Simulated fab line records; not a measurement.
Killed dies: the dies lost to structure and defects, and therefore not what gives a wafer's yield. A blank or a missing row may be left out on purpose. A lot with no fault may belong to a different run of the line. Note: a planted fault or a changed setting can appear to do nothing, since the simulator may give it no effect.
What tool caused it? | flow nandHarc | 13 lots, 38 wafers sampled, at 6 steps of a route of 1159

== WHAT EACH GAUGE READ, for each wafer ==
NHARC_A_ONON_D1_THK_MEAS_24: measures by ellipsometry.
lot  | measured     | on           | thkNm (nm)
L626 | day 7 20:43  | filmMetro-02 | 996 997 997
L628 | day 8 10:08  | filmMetro-02 | 994 993 993
L627 | day 8 10:08  | filmMetro-01 | 998 995 996
L629 | day 8 20:25  | filmMetro-01 | 991 989 988
L630 | day 9 02:08  | filmMetro-02 | 1010 1009 1011
L631 | day 9 02:08  | filmMetro-01 | 1002 1000 1000
L635 | day 10 08:15 | filmMetro-02 | 999 1000 1001
L638 | day 11 07:08 | filmMetro-02 | 998 996 996
L642 | day 11 21:46 | filmMetro-02 | 1006 1004
L645 | day 12 09:08 | filmMetro-01 | 1005 1004 1006
L646 | day 13 01:21 | filmMetro-02 | 1017 1019 1017
L647 | day 13 05:26 | filmMetro-02 | 1010 1009 1011
L648 | day 13 05:47 | filmMetro-01 | 1004 1003 1003

NHARC_A_ONON_D1_THK_MEAS_30: measures by ellipsometry.
lot  | measured     | on           | thkNm (nm)
L626 | day 7 21:50  | filmMetro-01 | 1000 1000 999
L628 | day 8 11:16  | filmMetro-02 | 987 985 986
L627 | day 8 11:17  | filmMetro-01 | 994 992 992
L629 | day 8 21:34  | filmMetro-01 | 996 998 995
L630 | day 9 03:16  | filmMetro-02 | 983 981 980
L631 | day 9 03:17  | filmMetro-01 | 1011 1013 1011
L635 | day 10 09:23 | filmMetro-02 | 1020 1019 1017
L638 | day 11 08:19 | filmMetro-02 | 985 1368 986
L642 | day 11 22:58 | filmMetro-02 | 1379 997
L645 | day 12 10:17 | filmMetro-01 | 1013 1014 1014
L646 | day 13 02:28 | filmMetro-01 | 1002 1003 1000
L647 | day 13 06:34 | filmMetro-01 | 982 984 985
L648 | day 13 06:55 | filmMetro-01 | 995 996 996

NHARC_END_SORT_01.
lot  | measured     | on        | killedAtArray | killedAtOther | killedAtPeriphery | killedDies | killedOpen | killedShort
L638 | day 23 14:27 | prober-01 | 50 34 29      | 0 0 0         | 2 0 0             | 52 34 29   | 2 2 2      | 5 2 0

== TOOL THAT RAN EACH LOT (tool first, then ch and the chambers of the sampled wafers, then the start) ==
lot  | NHARC_P_BONDPAD_PVD_27                 | NHARC_A_ONON_D1_DEP_28          | NHARC_A_CHANNEL_HOLE_D1_ETCH_16
L626 | pvdSputter-03, day 7 20:43 or earlier  | pecvdOnon-01 ch 0, day 7 21:20  | rieDiel-03 ch 1,2, no start
L628 | pvdSputter-01, day 8 10:08 or earlier  | pecvdOnon-01 ch 0, day 8 10:49  | rieDiel-12 ch 0,2,3, no start
L627 | pvdSputter-02, day 8 10:08 or earlier  | pecvdOnon-02 ch 0, day 8 10:46  | rieDiel-07 ch 1,2,3, no start
L629 | pvdSputter-03, day 8 20:25 or earlier  | pecvdOnon-01 ch 0, day 8 21:03  | rieDiel-03 ch 0,1,2, no start
L630 | pvdSputter-02, day 7 14:19             | pecvdOnon-03 ch 0, day 9 02:55  | rieDiel-03 ch 0,3, no start
L631 | pvdSputter-03, day 9 02:08 or earlier  | pecvdOnon-02 ch 0, day 9 02:46  | rieDiel-12 ch 0,2,3, no start
L635 | pvdSputter-01, day 10 08:15 or earlier | pecvdOnon-01 ch 0, day 10 08:59 | rieDiel-12 ch 0,2,3, no start
L638 | pvdSputter-03, day 11 07:08 or earlier | pecvdOnon-01 ch 0, day 11 07:47 | rieDiel-03 ch 2,3, day 23 14:27 or earlier
L642 | pvdSputter-02, day 11 21:46 or earlier | pecvdOnon-01 ch 0, day 11 22:31 | rieDiel-12 ch 1,3, no start
L645 | pvdSputter-03, day 12 09:08 or earlier | pecvdOnon-02 ch 0, day 12 09:47 | rieDiel-03 ch 0,2,3, no start
L646 | pvdSputter-03, day 13 01:21 or earlier | pecvdOnon-03 ch 0, day 13 01:58 | rieDiel-07 ch 1,3, no start
L647 | pvdSputter-01, day 13 05:26 or earlier | pecvdOnon-03 ch 0, day 13 06:03 | rieDiel-12 ch 0,2,3, no start
L648 | pvdSputter-01, day 13 05:47 or earlier | pecvdOnon-03 ch 0, day 13 06:28 | rieDiel-03 ch 0,1, no start
- NHARC_P_BONDPAD_PVD_27: deposits Cu, target thk 30 nm, time 20.49 s.
- NHARC_A_ONON_D1_DEP_28: target thk 1000 nm.
- NHARC_A_CHANNEL_HOLE_D1_ETCH_16: etches the open film in O2/COS, target depth 3100 nm, time 806 s.

== WHAT THE TOOLS THEMSELVES READ (means of the sampled wafers that have a number; where no wafer has one, the mark that the record gives instead) ==
NHARC_P_BONDPAD_PVD_27.
lot  | tool          | throttleValvePct (%)
L626 | pvdSputter-03 | 29.8
L628 | pvdSputter-01 | 30.6
L627 | pvdSputter-02 | 30.0
L629 | pvdSputter-03 | 29.0
L630 | pvdSputter-02 | 29.7
L631 | pvdSputter-03 | 29.9
L635 | pvdSputter-01 | 30.4
L638 | pvdSputter-03 | 29.3
L642 | pvdSputter-02 | 29.8
L645 | pvdSputter-03 | 29.9
L646 | pvdSputter-03 | 29.5
L647 | pvdSputter-01 | 30.0
L648 | pvdSputter-01 | 30.3

NHARC_A_ONON_D1_DEP_28.
lot  | tool         | n2FlowSccm (sccm)
L626 | pecvdOnon-01 | 2755
L628 | pecvdOnon-01 | 2741
L627 | pecvdOnon-02 | 2751
L629 | pecvdOnon-01 | 2758
L630 | pecvdOnon-03 | 2755
L631 | pecvdOnon-02 | 2759
L635 | pecvdOnon-01 | 2756
L638 | pecvdOnon-01 | 2750
L642 | pecvdOnon-01 | 2746
L645 | pecvdOnon-02 | 2747
L646 | pecvdOnon-03 | 2753
L647 | pecvdOnon-03 | 2747
L648 | pecvdOnon-03 | 2757

NHARC_A_CHANNEL_HOLE_D1_ETCH_16.
lot  | tool       | biasW (W) | chamberPressureMTorr (mTorr) | drypumpMotorCurrentA (A) | oesProductAu (a.u.) | rfVppV (V) | showerheadPlenumPTorr (Torr) | throttleValvePct (%)
L626 | rieDiel-03 | 299.6     | 20.010                       | 5.6                      | 0.999               | 315.3      | 3.23                         | 28.327
L628 | rieDiel-12 | 299.9     | 20.016                       | 5.5                      | 1.012               | 317.2      | 3.28                         | 28.342
L627 | rieDiel-07 | 299.5     | 19.988                       | 5.9                      | 0.997               | 315.2      | 3.14                         | 28.326
L629 | rieDiel-03 | 300.7     | 19.995                       | 5.4                      | 0.997               | 315.3      | 3.17                         | 28.330
L630 | rieDiel-03 | 300.0     | 19.997                       | 5.2                      | 0.990               | 313.8      | 3.13                         | 28.335
L631 | rieDiel-12 | 300.5     | 20.010                       | 5.4                      | 1.004               | 317.2      | 3.28                         | 28.329
L635 | rieDiel-12 | 299.2     | 20.019                       | 5.5                      | 0.999               | 315.9      | 3.28                         | 28.323
L638 | rieDiel-03 | 300.0     | 19.999                       | 5.3                      | 0.994               | 315.5      | 3.27                         | 28.328
L642 | rieDiel-12 | 299.6     | 19.998                       | 5.2                      | 1.006               | 314.5      | 3.21                         | 28.315
L645 | rieDiel-03 | 300.2     | 20.017                       | 5.3                      | 1.001               | 315.5      | 3.20                         | 28.329
L646 | rieDiel-07 | 300.9     | 19.996                       | 6.0                      | 0.994               | 313.1      | 3.09                         | 28.325
L647 | rieDiel-12 | 300.2     | 19.998                       | 5.5                      | 0.997               | 316.4      | 3.28                         | 28.324
L648 | rieDiel-03 | 299.8     | 19.990                       | 5.4                      | 0.998               | 314.0      | 3.10                         | 28.331

== THE ANSWER, worked out from the rows above alone ==
Rule: usual is defined by the lots themselves. The widest of any qualifying gaps counts: lots, ordered by their means at a reading, are off when they make up no more than a third of the lots, leave a main group of 4 or more, and stand apart from it by 3 or more times the standard deviation of that group's means. If all means in a main group match to the digits the tables above print for the reading, that group is not used. A lot without any number at a reading at which 4 lots or more have one is off too. All remaining lots with rows at the step are treated as sound. First the gauges in route order, then the tools' own readings, where a lot's mean is used as printed above. At the first step where some lot is off, the reading lying furthest off is the one used; lots without a number count as furthest.
Off: L638, L642, at NHARC_A_ONON_D1_THK_MEAS_30 (thkNm). Main group: mean 998 nm, sd 12.
If a tool, at a process step before that reading, ran all the lots that are off and no sound lot after the first of them, it fits. Those tools and the gauges at NHARC_A_ONON_D1_THK_MEAS_30 are tried in the same way. NHARC_P_BONDPAD_PVD_27 gives no start for some lots, so the hours and the order of its lots are those of NHARC_A_ONON_D1_THK_MEAS_24. Can't be told from this: 2 tools fit, pecvdOnon-01 at NHARC_A_ONON_D1_DEP_28, filmMetro-02 at NHARC_A_ONON_D1_THK_MEAS_30.

== WHAT THE SIMULATOR HAD PUT IN ==
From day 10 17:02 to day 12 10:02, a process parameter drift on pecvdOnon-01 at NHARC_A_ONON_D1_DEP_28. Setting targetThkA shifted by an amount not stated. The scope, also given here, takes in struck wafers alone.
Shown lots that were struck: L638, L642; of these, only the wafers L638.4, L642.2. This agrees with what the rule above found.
